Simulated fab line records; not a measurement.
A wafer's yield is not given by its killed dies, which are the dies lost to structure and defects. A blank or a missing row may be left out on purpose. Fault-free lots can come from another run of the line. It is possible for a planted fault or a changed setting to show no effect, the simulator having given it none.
fab line records	flow n5_finfet
[record] lots = 7	wafers = 20	last_day = 17
route steps=1938 shown BEOL_M3@937 BEOL_M4@1111 PASSIVATION@1936
lots untouched by any fault: they come from a run of this same line in which no faults occurred
start_h: start of the lot's first displayed wafer, in hours after the record's first day	wait_h: hours since the lot's step before	" identical to the entry in the row above	L1.1+2: one row covering several wafers at once	- no value, or no start was given	* or withheld: withheld	< > ~ a bound
route shown NAME@n: names a module that has steps shown in the file, with the first one's number in the route	usual: average and standard deviation across the fault-free wafers	same: alike in all rows	chamber/n: place in a boat	sites: readings site by site	_std_site: their standard deviation	_edge_site: the outer-site mean with the inner-site mean subtracted	radius_mm: how far each site lies from the wafer's centre	mask NAME#n: copy n	behind: tool/chamber where the wafer was last shaped	hold: what put the lot on hold/how long, in hours/how the hold closed	device: whichever transistor did not switch (one of n, p or np)	end of line: tests of these same wafers at the route's end	a step with no rows: only its recipe	killed: count of dies lost to structure and defects at first sort (not the wafer's yield)	map: per-die view of a wafer (x killed, . not killed, _ where there is no die)
set.NAME: setting as actually run; set.NAME@STEP: the setting as run at that earlier step	model.NAME: the simulator's own value behind a step, which no gauge read
lots at selected steps of the route; one table per step, one row per wafer
services: from which hour (start_h, from the record's first day; less than 0 if before it) a tool's chamber was out of use, for how many hours, and why
[[steps]]
[step N5_BEOL_M3_COAT_73]
[recipe] resist = underlayer	temp_c = 205	time_s = 60	spin_rpm = 1500	resist_thk_nm = 5
[step N5_BEOL_M3_COAT_05]
[recipe] resist = CAR-EUV	spin_rpm = 1500	resist_thk_nm = 30
[step N5_BEOL_M3_EBR_07]
[recipe] solvent = PGMEA	ebr_width_mm = 1.5
[step N5_BEOL_M3_SOFTBAKE_06]
[recipe] temp_c = 110	time_s = 60	resist = CAR-EUV
[step N5_BEOL_M3_EXPOSE_08]
[recipe] mask_id = M3	na = 0.33	source_shape = dipole	sigma_inner = 0.369	sigma_outer = 0.767	polarization = unpolarized	dose_mj = 33
[step N5_BEOL_M3_PEB_09]
[recipe] peb_temp_c = 100	peb_time_s = 60	resist = CAR-EUV
[step N5_BEOL_M3_DEVELOP_10]
[recipe] develop_time_s = 30	developer = TMAH	resist = CAR-EUV	rinse_liquid = surfactant_rinse	dry = air_spin	dev_temp_c = 23
[step N5_BEOL_M3_CD_MEAS_11]
[recipe] target_cd_nm = 17.05	landing_energy_ev = 500	detector = se_inlens	polarity = opening
[usual] cd_nm = 17.04/0.23
lot.wafer	tool	chamber	start_h	wait_h	cd_nm
L265.2	cd_sem-02	0	172.30	-	17.26
L265.4	"	0	"	"	17.19
L265.6	"	0	"	"	17.29
L269.2	cd_sem-02	0	188.22	-	17.14
L269.4	"	0	"	"	17.25
L269.6	"	0	"	"	16.90
L272.2	cd_sem-03	0	207.36	-	17.53
L272.3	"	0	"	"	16.98
L272.4	"	0	"	"	16.41
L273.1	cd_sem-03	0	220.97	-	17.13
L273.5	"	0	"	"	16.85
L273.6	"	0	"	"	17.36
L282.1	cd_sem-01	0	266.21	-	16.97
L282.3	"	0	"	"	17.28
L282.4	"	0	"	"	16.92
L283.3	cd_sem-03	0	280.31	-	16.60
L283.5	"	0	"	"	16.62
L283.6	"	0	"	"	16.79
L284.3	cd_sem-01	0	280.57	-	16.80
L284.5	"	0	"	"	17.05
[step N5_BEOL_M3_OVL_MEAS_12]
[recipe] points_per_wafer = 522
[usual] M3_OVL = 0.8/0.81
lot.wafer	tool	chamber	start_h	wait_h	M3_OVL[nm]
L265.2	overlay-01	0	172.33	0.0	1.2
L265.4	"	0	"	"	0.6
L265.6	"	0	"	"	0.3
L269.2	overlay-02	0	188.25	0.0	0.8
L269.4	"	0	"	"	0.7
L269.6	"	0	"	"	0.1
L272.2	overlay-01	0	207.40	0.0	2.0
L272.3	"	0	"	"	1.1
L272.4	"	0	"	"	2.0
L273.1	overlay-01	0	221.00	0.0	1.1
L273.5	"	0	"	"	0.8
L273.6	"	0	"	"	0.5
L282.1	overlay-02	0	266.24	0.0	0.6
L282.3	"	0	"	"	1.0
L282.4	"	0	"	"	1.1
L283.3	overlay-01	0	280.35	0.0	0.0
L283.5	"	0	"	"	0.5
L283.6	"	0	"	"	2.1
L284.3	overlay-02	0	280.60	0.0	-1.0
L284.5	"	0	"	"	-0.3
[step N5_BEOL_M3_INSPECT_13]
[recipe] mode = adi	inspect_instrument = brightfield
[usual] raw_defect_count = 398/86
lot.wafer	tool	chamber	start_h	wait_h	raw_defect_count
L265.2	defect_inspect-02	-	172.39	0.0	489
L265.4	"	-	"	"	332
L265.6	"	-	"	"	507
L269.2	defect_inspect-01	-	188.31	0.0	375
L269.4	"	-	"	"	350
L269.6	"	-	"	"	362
L272.2	defect_inspect-02	-	207.45	0.0	308
L272.3	"	-	"	"	295
L272.4	"	-	"	"	332
L273.1	defect_inspect-02	-	221.06	0.1	360
L273.5	"	-	"	"	421
L273.6	"	-	"	"	458
L282.1	defect_inspect-01	-	266.30	0.1	446
L282.3	"	-	"	"	412
L282.4	"	-	"	"	430
L283.3	defect_inspect-01	-	280.40	0.0	385
L283.5	"	-	"	"	299
L283.6	"	-	"	"	309
L284.3	defect_inspect-01	-	280.65	0.0	293
L284.5	"	-	"	"	333
[step N5_BEOL_M3_DESCUM_16]
[recipe] chemistry = O2	time_s = 7	source_power_w = 50	bias_power_w = 20	pressure_mtorr = 20	rf_frequency_hz = 2.712e+07	temp_c = 40	resist = CAR-EUV	o2_flow_sccm = 225
[usual] drypump_motor_current_A = 5.9/0.47	oes_product_au = 0.73/0.055	rf_vpp_V = 243.1/1.4	showerhead_plenum_p_Torr = 2.09/0.086	temp_c = 39.99/0.1	throttle_valve_pct = 20.47/0.17
lot.wafer	tool	chamber	start_h	wait_h	drypump_motor_current_A	oes_product_au	rf_hours_counter_h	rf_vpp_V	showerhead_plenum_p_Torr	temp_c	throttle_valve_pct
L265.2	rie_diel-04	0	172.42	0.0	6.4	0.72	210	242.3	1.96	39.89	20.57
L265.4	"	3	"	"	6.0	0.71	175	244.3	2.19	39.98	20.51
L265.6	"	1	"	"	6.0	0.73	-	245.3	2.17	40.10	20.42
L269.2	rie_diel-03	2	188.40	0.1	5.3	0.71	196	242.7	2.08	40.00	20.22
L269.4	"	3	"	"	5.3	0.72	176	242.0	2.00	39.80	20.62
L269.6	"	2	"	"	5.3	0.71	-	243.0	2.08	39.91	20.23
L272.2	rie_diel-02	2	207.48	0.0	6.1	0.72	169	244.0	2.07	40.10	20.24
L272.3	"	3	"	"	6.6	0.98	5	244.5	2.16	40.04	20.43
L272.4	"	1	"	"	6.2	0.74	155	241.4	2.00	40.16	20.28
L273.1	rie_diel-03	3	221.09	0.0	5.3	0.73	184	241.4	1.99	40.03	20.62
L273.5	"	0	"	"	5.9	0.69	-	241.6	1.96	39.76	20.47
L273.6	"	1	"	"	6.5	0.71	-	243.0	2.10	40.08	20.74
L282.1	rie_diel-04	3	266.33	0.0	6.0	0.69	204	244.9	2.18	39.92	20.56
L282.3	"	0	"	"	6.3	0.70	238	240.8	1.95	40.10	20.62
L282.4	"	0	"	"	6.3	0.70	-	241.5	1.95	40.00	20.61
L283.3	rie_diel-04	0	280.43	0.0	6.3	0.69	243	240.8	1.95	39.93	20.62
L283.5	"	0	"	"	6.3	0.69	-	242.2	1.95	39.95	20.63
L283.6	"	3	"	"	6.0	0.68	-	243.3	2.18	40.02	20.57
L284.3	rie_diel-04	0	280.70	0.0	6.3	0.69	243	243.0	1.95	40.02	20.61
L284.5	"	1	"	"	6.0	0.70	-	244.3	2.16	40.08	20.48
[step N5_BEOL_M3_ETCH_74]
[recipe] chemistry = N2/H2	target = underlayer	target_depth_a = 65	mask_material = CAR-EUV	time_s = 5.2	ion_energy_ev = 200	pressure_mtorr = 30	source_w = 840	bias_w = 150	n2_flow_sccm = 200	h2_flow_sccm = 200	ends = cleared
[usual] drypump_motor_current_A = 5.9/0.47	etch_rf_on_time_s = 5.16/0.13	oes_product_au = 0.62/0.043	rf_vpp_V = 523.7/3	showerhead_plenum_p_Torr = 2.53/0.096	throttle_valve_pct = 17.86/0.14
lot.wafer	tool	chamber	start_h	wait_h	drypump_motor_current_A	etch_rf_on_time_s	oes_product_au	rf_hours_counter_h	rf_vpp_V	showerhead_plenum_p_Torr	throttle_valve_pct
L265.2	rie_diel-04	0	172.45	0.0	6.3	5.02	0.62	210	519.9	2.40	18.10
L265.4	"	3	"	"	6.0	4.99	0.62	175	526.8	2.63	17.69
L265.6	"	1	"	"	6.0	5.14	0.63	-	526.4	2.64	17.92
L269.2	rie_diel-03	2	188.44	0.0	5.3	5.19	0.61	196	524.8	2.53	17.85
L269.4	"	3	"	"	5.3	5.30	0.62	176	518.5	2.41	17.92
L269.6	"	2	"	"	5.3	5.23	0.61	-	520.8	2.53	17.84
L272.2	rie_diel-02	2	207.52	0.0	6.1	5.40	0.62	169	524.1	2.53	17.72
L272.3	"	3	"	"	6.6	5.13	0.82	5	524.4	2.60	17.60
L272.4	"	1	"	"	6.1	5.36	0.64	155	522.9	2.44	17.78
L273.1	rie_diel-03	3	221.12	0.0	5.3	5.26	0.62	184	521.5	2.41	17.92
L273.5	"	0	"	"	5.9	5.08	0.59	-	518.2	2.39	18.00
L273.6	"	1	"	"	6.4	5.14	0.61	-	523.3	2.52	17.90
L282.1	rie_diel-04	3	266.37	0.0	6.0	5.09	0.60	204	525.7	2.62	17.73
L282.3	"	0	"	"	6.3	5.06	0.61	238	516.9	2.39	18.12
L282.4	"	0	"	"	6.3	5.05	0.60	-	521.4	2.39	18.09
L283.3	rie_diel-04	0	280.46	0.0	6.3	5.00	0.60	243	521.5	2.38	18.11
L283.5	"	0	"	"	6.3	4.93	0.60	-	519.9	2.38	18.10
L283.6	"	3	"	"	6.0	5.05	0.59	-	526.7	2.62	17.74
L284.3	rie_diel-04	0	280.73	0.0	6.3	5.05	0.60	243	521.8	2.38	18.12
L284.5	"	1	"	"	6.0	5.15	0.60	-	526.0	2.63	17.98
[step N5_BEOL_M3_ETCH_63]
[recipe] chemistry = CF4	target = SiARC	target_depth_a = 156	mask_material = CAR-EUV	time_s = 26	ion_energy_ev = 80	pressure_mtorr = 40	source_w = 545	bias_w = 36	Ar_flow_sccm = 100	cf4_flow_sccm = 100	ends = cleared
[usual] drypump_motor_current_A = 5.9/0.47	etch_rf_on_time_s = 25.9/0.56	oes_product_au = 0.63/0.044	rf_vpp_V = 184.0/1.3	showerhead_plenum_p_Torr = 2.14/0.074	throttle_valve_pct = 15.69/0.17
lot.wafer	tool	chamber	start_h	wait_h	drypump_motor_current_A	etch_rf_on_time_s	oes_product_au	rf_hours_counter_h	rf_vpp_V	showerhead_plenum_p_Torr	throttle_valve_pct
L265.2	rie_diel-04	0	172.47	0.0	6.3	24.8	0.63	210	183.5	2.05	16.01
L265.4	"	3	"	"	6.0	25.3	0.62	175	185.2	2.22	15.61
L265.6	"	1	"	"	6.0	25.2	0.63	-	184.9	2.22	15.65
L269.2	rie_diel-03	2	188.46	0.0	5.3	26.1	0.61	196	184.1	2.13	15.49
L269.4	"	3	"	"	5.3	27.0	0.62	176	182.2	2.04	15.75
L269.6	"	2	"	"	5.3	26.2	0.61	-	183.6	2.13	15.49
L272.2	rie_diel-02	2	207.54	0.0	6.1	26.5	0.62	169	183.4	2.14	15.59
L272.3	"	3	"	"	6.6	25.8	0.82	5	184.4	2.20	15.39
L272.4	"	1	"	"	6.2	26.9	0.63	155	182.8	2.06	15.55
L273.1	rie_diel-03	3	221.14	0.0	5.3	26.2	0.62	184	182.8	2.04	15.79
L273.5	"	0	"	"	5.9	25.3	0.59	-	183.6	2.03	15.83
L273.6	"	1	"	"	6.5	25.5	0.62	-	183.4	2.11	15.71
L282.1	rie_diel-04	3	266.38	0.0	6.0	18.5	0.73	204	185.9	2.21	15.66
L282.3	"	0	"	"	6.3	18.2	0.74	238	182.4	2.04	16.07
L282.4	"	0	"	"	6.3	18.2	0.74	-	182.3	2.04	16.07
L283.3	rie_diel-04	0	280.48	0.0	6.3	18.1	0.74	243	182.0	2.04	16.08
L283.5	"	0	"	"	6.4	18.4	0.73	-	184.2	2.04	16.09
L283.6	"	3	"	"	6.0	18.5	0.72	-	184.1	2.21	15.69
L284.3	rie_diel-04	0	280.75	0.0	6.3	18.3	0.74	243	182.5	2.04	16.08
L284.5	"	1	"	"	6.1	18.6	0.74	-	185.6	2.21	15.74
[step N5_BEOL_M3_ETCH_64]
[recipe] chemistry = N2/H2	target = SOC	target_depth_a = 750	overetch_a = 150	mask_material = SiARC	temp_c = 40	time_s = 112.5	ion_energy_ev = 200	pressure_mtorr = 30	source_w = 840	bias_w = 150	n2_flow_sccm = 200	h2_flow_sccm = 200
[usual] drypump_motor_current_A = 5.9/0.47	oes_product_au = 0.58/0.041	rf_vpp_V = 523.8/2.8	showerhead_plenum_p_Torr = 2.53/0.096	temp_c = 40.01/0.11	throttle_valve_pct = 17.82/0.14
lot.wafer	tool	chamber	start_h	wait_h	drypump_motor_current_A	oes_product_au	rf_hours_counter_h	rf_vpp_V	showerhead_plenum_p_Torr	temp_c	throttle_valve_pct
L265.2	rie_diel-04	0	172.50	0.0	6.3	0.57	210	520.8	2.40	39.96	18.04
L265.4	"	3	"	"	6.0	0.56	175	527.4	2.63	39.97	17.63
L265.6	"	1	"	"	6.0	0.58	-	526.6	2.64	39.91	17.90
L269.2	rie_diel-03	2	188.48	0.0	5.3	0.57	196	522.9	2.53	39.88	17.82
L269.4	"	3	"	"	5.3	0.58	176	520.3	2.41	40.12	17.89
L269.6	"	2	"	"	5.3	0.58	-	523.1	2.53	39.92	17.81
L272.2	rie_diel-02	2	207.56	0.0	6.2	0.59	169	523.9	2.53	40.03	17.68
L272.3	"	3	"	"	6.6	0.76	5	525.3	2.60	40.23	17.56
L272.4	"	1	"	"	6.2	0.60	155	520.9	2.44	40.11	17.73
L273.1	rie_diel-03	3	221.17	0.0	5.3	0.58	184	521.2	2.41	40.02	17.90
L273.5	"	0	"	"	5.9	0.54	-	519.2	2.39	39.87	17.96
L273.6	"	1	"	"	6.5	0.57	-	524.5	2.52	40.18	17.86
L282.1	rie_diel-04	3	266.41	0.0	6.0	0.55	204	525.8	2.62	39.92	17.69
L282.3	"	0	"	"	6.3	0.55	238	521.2	2.39	39.93	18.06
L282.4	"	0	"	"	6.3	0.55	-	519.2	2.39	39.98	18.06
L283.3	rie_diel-04	0	280.51	0.0	6.3	0.55	243	518.4	2.38	39.85	18.07
L283.5	"	0	"	"	6.4	0.55	-	521.5	2.38	39.98	18.06
L283.6	"	3	"	"	6.0	0.55	-	525.8	2.62	39.94	17.70
L284.3	rie_diel-04	0	280.78	0.0	6.3	0.55	243	517.8	2.38	40.05	18.08
L284.5	"	1	"	"	6.1	0.56	-	525.9	2.63	40.00	17.94
[step N5_BEOL_M4_RC_MEAS_101]
[usual] DIBL_N = 35.8/1.6	DIBL_P = 36.0/2.1	IOFF_N = 0.153/0.026	IOFF_P = 0.21/0.037	ION_N = 673/11	ION_P = 462/7.6	SS_N = 71.4/0.53	SS_P = 73.2/0.67	VT_N = 250/3.2	VT_P = -250/3.7
lot.wafer	tool	chamber	start_h	wait_h	DIBL_N[mV/V]	DIBL_P[mV/V]	IOFF_N[nA/um]	IOFF_P[nA/um]	ION_N[uA/um]	ION_P[uA/um]	SS_N[mV/dec]	SS_P[mV/dec]	VT_N[mV]	VT_P[mV]
L265.2	prober-02	0	192.38	0.2	36.0	35.3	0.145	0.19	670	461	71.0	73.7	253	-251
L265.4	"	0	"	"	35.1	34.7	0.123	0.18	667	449	70.8	72.5	254	-253
L265.6	"	0	"	"	37.2	36.9	0.149	0.22	669	461	71.7	73.1	254	-249
L269.2	prober-01	0	207.93	0.2	34.9	34.4	0.124	0.17	665	462	70.3	73.4	255	-252
L269.4	"	0	"	"	35.6	35.0	0.137	0.19	671	461	70.3	72.8	249	-252
L269.6	"	0	"	"	35.6	35.2	0.147	0.18	670	456	71.3	72.8	251	-253
L272.2	prober-01	0	240.61	0.2	34.7	35.3	0.138	0.22	673	471	70.8	72.0	252	-246
L272.3	"	0	"	"	35.5	35.8	0.159	0.22	675	465	71.5	72.9	251	-246
L272.4	"	0	"	"	36.4	37.6	0.197	0.28	687	475	71.4	73.7	246	-243
L273.1	prober-01	0	245.27	0.0	35.3	36.0	0.160	0.18	678	456	71.4	73.2	249	-252
L273.5	"	0	"	"	35.1	35.6	0.145	0.17	658	453	71.7	72.6	250	-255
L273.6	"	0	"	"	36.8	37.9	0.188	0.20	684	451	72.5	73.9	247	-252
L282.1	prober-02	0	285.26	0.0	34.6	36.0	0.152	0.20	669	464	71.7	71.9	251	-249
L282.3	"	0	"	"	36.1	38.1	0.192	0.26	680	469	72.4	73.9	247	-248
L282.4	"	0	"	"	34.1	35.4	0.149	0.21	665	457	71.0	72.8	250	-248
L284.3	prober-01	0	302.45	0.3	37.5	38.7	0.195	0.24	688	469	71.7	74.2	247	-249
L284.5	"	0	"	"	34.2	32.8	0.118	0.15	667	458	71.0	72.4	253	-256
L283.3	prober-02	0	302.71	0.3	39.4	39.4	0.192	0.24	675	463	71.8	73.6	248	-246
L283.5	"	0	"	"	39.6	40.7	0.196	0.26	671	462	71.4	74.8	247	-247
L283.6	"	0	"	"	37.3	38.1	0.157	0.22	669	465	70.8	73.8	252	-250
[step N5_PASSIVATION_PROBE_49]
[usual] defect_limited_yield = 91.3/1.5	killed_at_M0_to_M3 = 33/12	killed_at_M4_up = 13/5.2	killed_at_contacts = 13/6.7	killed_at_front_end = 40/11	killed_at_other = 4.1/2.7	killed_dies = 103/17	killed_open = 69/13	killed_short = 33/8.4	sort_bin_5_function = 5.1/1	sort_bin_6_memory = 3.2/0.62	sort_n_pass = 1077/17	sort_yield_pct = 91.3/1.5
[same] gross_dies = 1180	killed_at_back_side = 0	sort_bin_4_leakage[%] = 0	sort_bin_8_speed[%] = 0
lot.wafer	tool	chamber	start_h	wait_h	defect_limited_yield[%]	killed_at_M0_to_M3	killed_at_M4_up	killed_at_contacts	killed_at_front_end	killed_at_other	killed_dies	killed_open	killed_short	sort_bin_5_function[%]	sort_bin_6_memory[%]	sort_n_pass	sort_yield_pct[%]
L265.2	prober-02	-	303.85	0.1	92.5	35	16	8	25	4	88	64	22	4.7	2.4	1092	92.5
L265.4	prober-02	-	303.95	0.2	94.2	24	10	13	19	3	69	44	25	3.6	2.1	1111	94.2
L265.6	prober-02	-	304.05	0.3	90.4	39	13	15	41	5	113	72	41	5.1	4.1	1067	90.4
L269.2	prober-01	-	316.71	0.1	91.9	29	16	15	33	3	96	55	41	4.3	3.5	1084	91.9
L269.4	prober-01	-	316.81	0.2	92.2	24	15	18	28	7	92	65	26	5.0	2.5	1088	92.2
L269.6	prober-01	-	316.91	0.3	89.9	49	15	19	31	5	119	84	35	6.8	3.3	1061	89.9
L272.2	prober-01	-	364.52	0.1	90.4	18	26	24	40	5	113	83	29	5.4	3.8	1067	90.4
L272.3	prober-01	-	364.57	0.1	90.8	30	10	20	46	2	108	79	28	6.3	2.6	1072	90.8
L272.4	prober-01	-	364.62	0.2	90.3	28	14	15	52	5	114	81	33	5.3	4.4	1066	90.3
// killed by level:class
L265.2 BEOL_M4:geometric_particle:open=10 BEOL_M0_SAQP:geometric_particle:open=9 BEOL_M2:geometric_particle:open=8 MOL_CONTACT_COAG:geometric_particle:open=7 BEOL_M1:geometric_particle:open=6 FIN_SAQP:geometric_particle:open=5 GATE_CUT:geometric_particle:short=5 BEOL_M0_SAQP:geometric_particle:short=5
L265.4 MOL_CONTACT_COAG:geometric_particle:open=12 BEOL_M0_SAQP:geometric_particle:open=6 BEOL_M0_SAQP:geometric_particle:short=6 BEOL_M4:geometric_particle:open=6 FIN_SAQP:geometric_particle:open=4 BEOL_M2:geometric_particle:open=4 FIN_SAQP:geometric_particle:short=3 STARTING-WAFER:geometric_particle:short=3
L265.6 FIN_SAQP:geometric_particle:short=11 MOL_CONTACT_COAG:geometric_particle:open=11 BEOL_M1:geometric_particle:open=9 STI_FIN_REVEAL:geometric_particle:open=8 BEOL_M0_SAQP:geometric_particle:short=8 FIN_SAQP:geometric_particle:open=6 BEOL_M0_SAQP:geometric_particle:open=6 BEOL_M4:geometric_particle:open=5
L269.2 MOL_CONTACT_COAG:geometric_particle:open=11 BEOL_M0_SAQP:geometric_particle:short=10 FIN_SAQP:geometric_particle:open=7 BEOL_M4:geometric_particle:short=6 BEOL_M1:geometric_particle:open=5 BEOL_M2:geometric_particle:open=5 BEOL_M7:geometric_particle:open=5 FIN_SAQP:geometric_particle:short=4
L269.4 MOL_CONTACT_COAG:geometric_particle:open=15 STI_FIN_REVEAL:geometric_particle:open=10 BEOL_M4:geometric_particle:short=7 BEOL_M1:geometric_particle:open=5 BEOL_M2:geometric_particle:open=5 BEOL_M0_SAQP:geometric_particle:short=4 MIM_TOP_ETCH:geometric_particle:open=4 STARTING-WAFER:geometric_particle:open=4
L269.6 MOL_CONTACT_COAG:geometric_particle:open=17 BEOL_M1:geometric_particle:open=15 BEOL_M0_SAQP:geometric_particle:short=9 BEOL_M4:geometric_particle:open=8 STI_FIN_REVEAL:geometric_particle:open=7 BEOL_M3:geometric_particle:open=7 BEOL_M2:geometric_particle:open=6 BEOL_M0_SAQP:geometric_particle:open=6
L272.2 MOL_CONTACT_COAG:geometric_particle:open=22 FIN_SAQP:geometric_particle:short=12 BEOL_M4:geometric_particle:open=12 STI_FIN_REVEAL:geometric_particle:open=9 FIN_SAQP:geometric_particle:open=7 BEOL_M1:geometric_particle:open=6 BEOL_M3:geometric_particle:open=5 BEOL_M6:geometric_particle:open=5
L272.3 MOL_CONTACT_COAG:geometric_particle:open=16 STI_FIN_REVEAL:geometric_particle:open=11 BEOL_M1:geometric_particle:open=9 FIN_SAQP:geometric_particle:open=8 DUMMY_GATE:geometric_particle:open=6 BEOL_M0_SAQP:geometric_particle:short=5 FIN_SAQP:geometric_particle:short=4 GATE_CUT:geometric_particle:open=4
L272.4 FIN_SAQP:geometric_particle:open=17 MOL_CONTACT_COAG:geometric_particle:open=13 STI_FIN_REVEAL:geometric_particle:open=12 FIN_SAQP:geometric_particle:short=10 BEOL_M1:geometric_particle:open=6 BEOL_M5:geometric_particle:open=6 BEOL_M0_SAQP:geometric_particle:open=5 BEOL_M2:geometric_particle:open=5
[[services]]
tool	chamber	start_h	hours	kind
rie_diel-02	3	178.90	-	clean
rie_diel-02	3	178.90	-	consumable_replace:focus_ring
rie_diel-02	3	178.90	12.8	scheduled_down
rie_diel-02	3	178.90	12.8	vent_cycle
rie_diel-02	3	210.65	2.9	repair
rie_diel-03	0	225.48	-	clean
rie_diel-03	0	225.48	-	consumable_replace:focus_ring
rie_diel-03	0	225.48	-	consumable_replace:showerhead
rie_diel-03	0	225.48	21.1	scheduled_down
rie_diel-03	0	225.48	21.1	vent_cycle
rie_diel-04	2	248.97	8.5	repair
rie_diel-02	3	249.69	7.0	repair
[[key]]
[first_sign] step = N5_BEOL_M3_ETCH_63	reading = etch_rf_on_time_s	direction = down	sigmas = 13	usual = *	struck = *
[effect] step = N5_BEOL_M3_ETCH_63	reading = oes_product_au	direction = up	sigmas = 2.5	usual = 0.63	struck = 0.73
met_at N5_BEOL_M3_ETCH_63
struck_wafers L282.1,L282.3,L282.4,L283.3,L283.5,L283.6,L284.3,L284.5
onset_between 172.47 266.38
[fault] kind = process_parameter_drift	tool = rie_diel-04	chamber = -	onset_h = 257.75	steps = N5_BEOL_M3_ETCH_63	channel = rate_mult	offset = 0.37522	shape = step	end_h = 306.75
